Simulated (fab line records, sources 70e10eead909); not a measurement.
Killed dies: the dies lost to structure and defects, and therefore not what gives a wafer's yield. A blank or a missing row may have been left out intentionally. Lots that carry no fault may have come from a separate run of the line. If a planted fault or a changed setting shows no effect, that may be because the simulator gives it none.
Which tool did it?    flow nandHarc    15 lots, 43 wafers sampled, at 5 steps of a route of 1159

== WHAT EACH GAUGE READ, for each wafer ==
NHARC_THIN_TSV_CD_MEAS_33 targets a cd of 5000 nm. Usual: 5000 nm for cdNm, sd 3.7.
lot   measured      on        cdNm (nm)       flag
L717  day 19 05:17  cdSem-02  5005 5004 5003  
L718  day 19 18:30  cdSem-02  4996 5001 4998  
L720  day 19 16:54  cdSem-02  5000 4999 5001  
L721  day 19 19:48  cdSem-02  4999 5002       
L724  day 20 21:31  cdSem-02  5002            
L730  day 21 19:40  cdSem-03  5003 5000 5002  
L729  day 21 18:33  cdSem-01  4994 4995 4997  
L731  day 22 20:55  cdSem-02  5001 5002 5002  
L736  day 23 03:36  cdSem-03  5000 5005 5001  
L734  day 23 11:25  cdSem-02  4998 5002 5000  
L737  day 23 22:20  cdSem-03  4994 4995 4997  
L739  day 23 22:41  cdSem-02  4998 4996 4996  
L740  day 24 00:02  cdSem-02  4998 4997 4993  
L738  day 24 12:30  cdSem-03  5002 5006 5000  

NHARC_THIN_TSV_CD_MEAS_37. Usual: 5001 nm for cdNm, sd 4.6.
lot   measured      on        cdNm (nm)       flag
L717  day 19 06:44  cdSem-02  5000 5002 5001  
L718  day 19 19:59  cdSem-01  4998 4997 5002  
L720  day 19 18:22  cdSem-02  4998 5000 5004  
L721  day 19 21:16  cdSem-01  4998 5004       
L724  day 20 23:02  cdSem-02  5004            
L730  day 21 21:07  cdSem-03  5003 5000 4999  
L729  day 21 19:59  cdSem-02  4994 4995 5000  
L731  day 22 22:29  cdSem-03  5003 5002 5002  
L736  day 23 05:03  cdSem-02  4998 5003 5000  
L734  day 23 13:05  cdSem-03  4994 4998 4998  
L737  day 23 23:48  cdSem-03  4993 4991 4995  
L739  day 24 00:07  cdSem-02  4995 5002 4997  
L740  day 24 01:30  cdSem-03  4997 4998 4998  
L738  day 24 13:58  cdSem-03  5004 5004 5000  

NHARC_END_SORT_01. Usual: killedAtArray 25, standard deviation 10; killedAtOther 0.6, standard deviation 0.91; killedAtPeriphery 3.6, standard deviation 2.9; killedDies 29, standard deviation 10; killedOpen 3.3, standard deviation 2; killedShort 1.9, standard deviation 1.5.
lot   measured      on         killedAtArray  killedAtOther  killedAtPeriphery  killedDies  killedOpen  killedShort  flag
L717  day 19 12:34  prober-02  14 13 23       0 0 0          4 2 2              18 15 25    5 1 4       2 2 0        
L718  day 20 12:20  prober-01  20 34 29       1 0 1          6 3 2              27 37 32    4 5 6       2 4 2        
L720  day 20 05:18  prober-01  8 10 11        1 2 0          2 3 1              11 15 12    2 3 4       2 3 1        
L721  day 20 05:04  prober-02  43 30 673      0 1 0          4 8 4              47 39 677   7 2 13      1 3 6        OFF
L724  day 21 03:53  prober-02  673 7          1 1            3 0                677 8       1 3         1 0          OFF
L725  day 21 11:39  prober-02  675 675        1 0            1 2                677 677     1 3         2 2          OFF
L730  day 22 11:46  prober-02  19 24 27       0 1 0          3 1 3              22 26 30    4 5 3       3 0 1        
L729  day 22 03:14  prober-02  30 28 27       1 1 1          3 2 2              34 31 30    2 4 6       3 3 2        
L731  day 23 05:12  prober-02  55 49 50       0 0 0          3 0 0              58 49 50    7 2 2       0 1 1        
L736  day 23 12:20  prober-01  10 15 18       0 0 1          2 2 5              12 17 24    0 1 7       1 0 1        
L734  day 23 20:19  prober-01  36 33 37       2 0 2          2 3 2              40 36 41    2 2 2       1 3 0        
L737  day 24 07:19  prober-01  28 33 24       0 0 1          2 8 3              30 41 28    4 3 1       3 1 2        
L739  day 24 08:04  prober-02  30 46 36       1 2 0          0 4 1              31 52 37    4 4 0       0 4 0        
L740  day 24 15:49  prober-02  30 33 34       3 0 1          0 5 1              33 38 36    1 6 4       2 2 0        
L738  day 24 21:12  prober-01  14 13 14       0 0 0          8 4 8              22 17 22    4 5 4       0 2 3        

== TOOL THAT RAN EACH LOT (tool first, then ch and the chambers of the sampled wafers, then the start) ==
lot   NHARC_A_CONTACT_DEP_28        NHARC_THIN_TSV_ETCHBACK_48
L717  aclDep-01 ch 0, day 15 23:33  rieDiel-08 ch 2,3, day 19 01:28
L718  aclDep-01 ch 0, day 16 10:07  rieDiel-08 ch 1,2,3, day 19 14:54
L720  aclDep-02 ch 0, day 16 11:44  rieDiel-07 ch 1,2,3, day 19 13:08
L721  aclDep-01 ch 0, day 17 02:13  rieDiel-07 ch 1,3, day 19 15:56
L724  aclDep-01 ch 0, day 17 21:46  rieDiel-06 ch 2, day 20 17:50
L725  aclDep-01 ch 0, day 18 10:55  -
L730  aclDep-03 ch 0, day 19 02:55  rieDiel-08 ch 0,3, day 21 16:06
L729  aclDep-02 ch 0, day 19 09:04  rieDiel-06 ch 0,1,2, day 21 14:57
L731  aclDep-02 ch 0, day 20 01:18  rieDiel-06 ch 2,3, day 22 16:58
L736  aclDep-02 ch 0, day 20 03:08  rieDiel-06 ch 0,2, day 22 23:48
L734  aclDep-03 ch 0, day 20 08:42  rieDiel-06 ch 1,2,3, day 23 07:46
L737  aclDep-03 ch 0, day 21 08:06  rieDiel-07 ch 0,2, day 23 17:10
L739  aclDep-02 ch 0, day 21 09:15  rieDiel-08 ch 1,2,3, day 23 18:43
L740  aclDep-03 ch 0, day 21 12:40  rieDiel-08 ch 0,2, day 23 20:11
L738  aclDep-02 ch 0, day 21 22:51  rieDiel-06 ch 2,3, day 24 08:31
- NHARC_A_CONTACT_DEP_28: deposits aC, target thk 3600 nm.
- NHARC_THIN_TSV_ETCHBACK_48: etches the open film in C4F8/Ar, target depth 1028.5 nm, time 405.17 s.

== WHAT THE TOOLS THEMSELVES READ (means of the sampled wafers that have a number; where no wafer has one, the mark that the record gives instead) ==
NHARC_A_CONTACT_DEP_28. Usual: 34.999 % for throttleValvePct, sd 0.0094.
lot   tool       throttleValvePct (%)  flag
L717  aclDep-01  34.995                
L718  aclDep-01  34.993                
L720  aclDep-02  35.013                
L721  aclDep-01  34.996                
L724  aclDep-01  35.002                
L725  aclDep-01  34.999                
L730  aclDep-03  34.996                
L729  aclDep-02  35.005                
L731  aclDep-02  35.002                
L736  aclDep-02  34.997                
L734  aclDep-03  35.002                
L737  aclDep-03  35.010                
L739  aclDep-02  35.001                
L740  aclDep-03  34.997                
L738  aclDep-02  34.995                

NHARC_THIN_TSV_ETCHBACK_48. Usual: oesProductAu 0.95 a.u., standard deviation 0.034; rfVppV 547.0 V, standard deviation 2.5.
lot   tool        oesProductAu (a.u.)  rfVppV (V)  flag
L717  rieDiel-08  0.93                 546.1       
L718  rieDiel-08  0.94                 546.9       
L720  rieDiel-07  0.92                 548.5       
L721  rieDiel-07  0.91                 545.8       
L724  rieDiel-06  0.94                 549.7       
L730  rieDiel-08  1.00                 548.6       
L729  rieDiel-06  0.93                 546.5       
L731  rieDiel-06  1.01                 548.2       
L736  rieDiel-06  1.00                 547.4       
L734  rieDiel-06  0.93                 548.6       
L737  rieDiel-07  0.95                 546.4       
L739  rieDiel-08  0.92                 546.8       
L740  rieDiel-08  0.91                 547.5       
L738  rieDiel-06  0.93                 548.5       

== THE ANSWER, worked out from the rows above alone ==
Rule: a lot is off if the mean of its wafers that have a number lies more than 3 standard deviations from the usual mean. A lot without any number at a reading at which 4 lots or more have one is off too. All remaining lots with rows at the step are treated as sound. The gauges are gone through in route order, then the tools' own readings, and for those a lot's mean is taken as printed above. The first step at which some lot is off is used, and at that step the reading that is off furthest; a lot without a number counts as furthest.
Off, at NHARC_END_SORT_01 on killedAtArray: L721, L724, L725.
A tool fits if, at a process step before that reading, it ran every lot that is off, and no sound lot after the first of them. The gauges at NHARC_END_SORT_01 are tried like those tools. One fits: aclDep-01 at NHARC_A_CONTACT_DEP_28. Its last sound lot is L718 (day 16 10:07), its first lot that is off L721 (day 17 02:13): a fault that began between those two fits.

== WHAT HAD BEEN PUT IN BY THE SIMULATOR ==
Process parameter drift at NHARC_A_CONTACT_DEP_28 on aclDep-01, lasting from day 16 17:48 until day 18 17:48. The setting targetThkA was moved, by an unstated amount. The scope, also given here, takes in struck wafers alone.
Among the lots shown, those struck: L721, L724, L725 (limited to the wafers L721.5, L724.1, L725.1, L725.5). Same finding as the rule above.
